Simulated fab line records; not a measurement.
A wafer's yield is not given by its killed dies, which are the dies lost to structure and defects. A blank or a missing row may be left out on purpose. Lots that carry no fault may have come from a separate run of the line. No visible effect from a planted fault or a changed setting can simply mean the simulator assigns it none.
Matching of chambers / flow n5-finfet / N5_FIN_CUT_ETCH_30 on rie-diel-05: 4 sister chambers
The step etches underlayer in N2/H2, target depth 13 nm, time 10.4 s. 14 wafers are shown with their chamber, then 7 later ones without.

## WAFERS WITH THEIR CHAMBER
wafer=L080.2; chamber=2; showerhead-plenum-p-Torr (Torr)=2.44; throttle-valve-pct (%)=18.00; drypump-motor-current-A (A)=5.7
wafer=L080.3; chamber=1; showerhead-plenum-p-Torr (Torr)=2.60; throttle-valve-pct (%)=18.11; drypump-motor-current-A (A)=6.2
wafer=L080.4; chamber=3; showerhead-plenum-p-Torr (Torr)=2.43; throttle-valve-pct (%)=17.69; drypump-motor-current-A (A)=5.3
wafer=L081.3; chamber=1; showerhead-plenum-p-Torr (Torr)=2.60; throttle-valve-pct (%)=18.12; drypump-motor-current-A (A)=6.2
wafer=L081.4; chamber=2; showerhead-plenum-p-Torr (Torr)=2.44; throttle-valve-pct (%)=18.00; drypump-motor-current-A (A)=5.7
wafer=L081.6; chamber=3; showerhead-plenum-p-Torr (Torr)=2.43; throttle-valve-pct (%)=17.68; drypump-motor-current-A (A)=5.4
wafer=L083.2; chamber=2; showerhead-plenum-p-Torr (Torr)=2.44; throttle-valve-pct (%)=17.99; drypump-motor-current-A (A)=5.7
wafer=L083.5; chamber=2; showerhead-plenum-p-Torr (Torr)=2.44; throttle-valve-pct (%)=17.98; drypump-motor-current-A (A)=5.6
wafer=L083.6; chamber=1; showerhead-plenum-p-Torr (Torr)=2.60; throttle-valve-pct (%)=18.12; drypump-motor-current-A (A)=6.2
wafer=L086.1; chamber=2; showerhead-plenum-p-Torr (Torr)=2.44; throttle-valve-pct (%)=17.98; drypump-motor-current-A (A)=5.7
wafer=L086.2; chamber=0; showerhead-plenum-p-Torr (Torr)=2.64; throttle-valve-pct (%)=18.64; drypump-motor-current-A (A)=5.0
wafer=L086.3; chamber=1; showerhead-plenum-p-Torr (Torr)=2.60; throttle-valve-pct (%)=18.14; drypump-motor-current-A (A)=6.2
wafer=L092.2; chamber=1; showerhead-plenum-p-Torr (Torr)=2.59; throttle-valve-pct (%)=18.15; drypump-motor-current-A (A)=6.2
wafer=L092.4; chamber=2; showerhead-plenum-p-Torr (Torr)=2.43; throttle-valve-pct (%)=18.02; drypump-motor-current-A (A)=5.7

SIGNATURES, as means of the wafers listed above
reading=showerhead-plenum-p-Torr; chamber 0=2.6400; chamber 1=2.5980; chamber 2=2.4383; chamber 3=2.4300; scatter within a chamber=0.00404
reading=throttle-valve-pct; chamber 0=18.6400; chamber 1=18.1280; chamber 2=17.9950; chamber 3=17.6850; scatter within a chamber=0.0151
reading=drypump-motor-current-A; chamber 0=5.000; chamber 1=6.200; chamber 2=5.683; chamber 3=5.350; scatter within a chamber=0.0365
Rule: a wafer lies at a distance from a chamber equal to the root of the sum of squares, over the readings, of (its reading less the chamber's mean, divided by the reading's scatter). If the next closest chamber is less than 2 further off than the closest, the wafer can't be placed; otherwise it belongs to the closest. How the scatter is found: for the shown wafers, subtract from each reading the mean of its chamber, square and add these, divide the total by (wafers less chambers), then take the root.

## WAFERS WHOSE CHAMBER IS MISSING
wafer=L092.5; showerhead-plenum-p-Torr (Torr)=2.59; throttle-valve-pct (%)=18.16; drypump-motor-current-A (A)=6.2
wafer=L095.1; showerhead-plenum-p-Torr (Torr)=2.42; throttle-valve-pct (%)=17.73; drypump-motor-current-A (A)=5.4
wafer=L095.3; showerhead-plenum-p-Torr (Torr)=2.59; throttle-valve-pct (%)=18.18; drypump-motor-current-A (A)=6.2
wafer=L095.6; showerhead-plenum-p-Torr (Torr)=2.42; throttle-valve-pct (%)=17.74; drypump-motor-current-A (A)=5.3
wafer=L097.1; showerhead-plenum-p-Torr (Torr)=2.63; throttle-valve-pct (%)=18.67; drypump-motor-current-A (A)=5.0
wafer=L097.3; showerhead-plenum-p-Torr (Torr)=2.43; throttle-valve-pct (%)=18.03; drypump-motor-current-A (A)=5.7
wafer=L097.6; showerhead-plenum-p-Torr (Torr)=2.63; throttle-valve-pct (%)=18.68; drypump-motor-current-A (A)=5.0

## CHAMBER TAKEN BY EACH
wafer=L092.5; from the rows above=1; in truth=1
wafer=L095.1; from the rows above=3; in truth=3
wafer=L095.3; from the rows above=1; in truth=1
wafer=L095.6; from the rows above=3; in truth=3
wafer=L097.1; from the rows above=0; in truth=0
wafer=L097.3; from the rows above=2; in truth=2
wafer=L097.6; from the rows above=0; in truth=0
Correct placement for 7 of the 7. Number that these rows cannot place: 0. 0 placed wrongly.
